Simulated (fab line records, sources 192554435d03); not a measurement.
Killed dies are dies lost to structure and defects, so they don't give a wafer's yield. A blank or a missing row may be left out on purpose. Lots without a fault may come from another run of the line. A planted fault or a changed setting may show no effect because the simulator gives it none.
Tool commonality check | flow n5_finfet | 8 lots, 24 wafers sampled

WHY IT WAS OPENED
At N5_DUMMY_GATE_INSPECT_27 the reading raw_defect_count is flagged on 2 of 8 lots. Wafers without a fault read 296, standard deviation 73.
Rule: a lot is flagged when every wafer of it that has a number lies more than 4 standard deviations from that mean, or none has a number. The other lots count as sound.

lot  | measured    | on                | raw_defect_count, wafer by wafer | flag
L315 | day 3 00:49 | defect_inspect-02 | 342 222 344                      |
L321 | day 4 14:29 | defect_inspect-01 | 314 318 242                      |
L324 | day 5 07:23 | defect_inspect-01 | 296 321 284                      |
L325 | day 5 15:34 | defect_inspect-02 | 641 393 432                      |
L327 | day 6 03:26 | defect_inspect-02 | 245 278 280                      |
L328 | day 6 13:43 | defect_inspect-02 | 295 267 370                      |
L331 | day 7 03:28 | defect_inspect-02 | 751 780 997                      | FLAGGED
L332 | day 7 09:04 | defect_inspect-02 | 911 899 934                      | FLAGGED
The numbers of the flagged lots are 879 on average: +583 against the usual, or +8 standard deviations.

WHICH TOOL RAN EACH LOT
The record holds 3 process steps before the reading, out of a route of 1938 steps. In each cell: the tool, then ch and the chambers that the sampled wafers went through, then the start.
lot  | flag    | N5_DUMMY_GATE_CMP_04         | N5_DUMMY_GATE_ETCH_23           | N5_DUMMY_GATE_PRECLEAN_25
L315 |         | cmp-02 ch 0,3, day 2 18:45   | rie_si-05 ch 0,2,3, day 3 00:22 | wet_bench-04 ch 1,3,4, day 3 00:43
L321 |         | cmp-04 ch 0,2,3, day 4 06:47 | rie_si-04 ch 0,1,2, day 4 14:02 | wet_bench-04 ch 0,2,3, day 4 14:24
L324 |         | cmp-03 ch 0,2,3, day 5 01:27 | rie_si-05 ch 0,3, day 5 06:55   | wet_bench-06 ch 1,3,4, day 5 07:17
L325 |         | cmp-03 ch 0,1, day 5 07:20   | rie_si-04 ch 0,1,2, day 5 14:53 | wet_bench-06 ch 0,3,4, day 5 15:23
L327 |         | cmp-03 ch 0,1,2, day 5 20:32 | rie_si-04 ch 2,3, day 6 02:58   | wet_bench-06 ch 1,2,7, day 6 03:20
L328 |         | cmp-04 ch 0,1, day 6 06:51   | rie_si-05 ch 0,1,2, day 6 12:31 | wet_bench-04 ch 1,6,7, day 6 13:37
L331 | FLAGGED | cmp-02 ch 0,1,2, day 6 21:28 | rie_si-04 ch 0,1,3, day 7 03:01 | wet_bench-06 ch 3,5,6, day 7 03:22
L332 | FLAGGED | cmp-03 ch 1,2,3, day 7 03:04 | rie_si-04 ch 0,1,3, day 7 08:37 | wet_bench-06 ch 3,4,6, day 7 08:58
What these steps do:
- N5_DUMMY_GATE_CMP_04: polishes a-Si.
- N5_DUMMY_GATE_ETCH_23: etches poly-Si in HBr/Cl2/O2, target depth 41 nm, time 22.3 s.
- N5_DUMMY_GATE_PRECLEAN_25: cleans in O3/DIW, time 45 s.
- N5_DUMMY_GATE_INSPECT_27: inspects for defects (brightfield).

FLAGGED OVER TOTAL, TOOL BY TOOL (the gauges that took the reading come last)
step                      | tool              | lots run | flagged | share of the flagged lots | sound lots run after its first flagged lot
N5_DUMMY_GATE_CMP_04      | cmp-02            | 2        | 1       | some                      | 0
N5_DUMMY_GATE_CMP_04      | cmp-03            | 4        | 1       | some                      | 0
N5_DUMMY_GATE_CMP_04      | cmp-04            | 2        | 0       | none                      | -
N5_DUMMY_GATE_ETCH_23     | rie_si-04         | 5        | 2       | all                       | 0
N5_DUMMY_GATE_ETCH_23     | rie_si-05         | 3        | 0       | none                      | -
N5_DUMMY_GATE_PRECLEAN_25 | wet_bench-04      | 3        | 0       | none                      | -
N5_DUMMY_GATE_PRECLEAN_25 | wet_bench-06      | 5        | 2       | all                       | 0
N5_DUMMY_GATE_INSPECT_27  | defect_inspect-01 | 2        | 0       | none                      | -
N5_DUMMY_GATE_INSPECT_27  | defect_inspect-02 | 6        | 2       | all                       | 0

WHAT THE TABLE ALLOWS
3 rows of the table ran every flagged lot: rie_si-04 at N5_DUMMY_GATE_ETCH_23, wet_bench-06 at N5_DUMMY_GATE_PRECLEAN_25, defect_inspect-02 at N5_DUMMY_GATE_INSPECT_27.
- rie_si-04 at N5_DUMMY_GATE_ETCH_23: 2 of its 5 lots flagged. Its last sound lot is L327 (day 6 02:58), its first flagged lot L331 (day 7 03:01): a fault that began between those two fits.
- wet_bench-06 at N5_DUMMY_GATE_PRECLEAN_25: 2 of its 5 lots flagged. Its last sound lot is L327 (day 6 03:20), its first flagged lot L331 (day 7 03:22): a fault that began between those two fits.
- defect_inspect-02 at N5_DUMMY_GATE_INSPECT_27: 2 of its 6 lots flagged. Its last sound lot is L328 (day 6 13:43), its first flagged lot L331 (day 7 03:28): a fault that began between those two fits.
Counting lots can't tell these 3 tools apart, because each fits a fault that began at some hour. More lots, or a look at what each step does to the wafer, might.

WHAT THE SIMULATOR HAD PUT IN
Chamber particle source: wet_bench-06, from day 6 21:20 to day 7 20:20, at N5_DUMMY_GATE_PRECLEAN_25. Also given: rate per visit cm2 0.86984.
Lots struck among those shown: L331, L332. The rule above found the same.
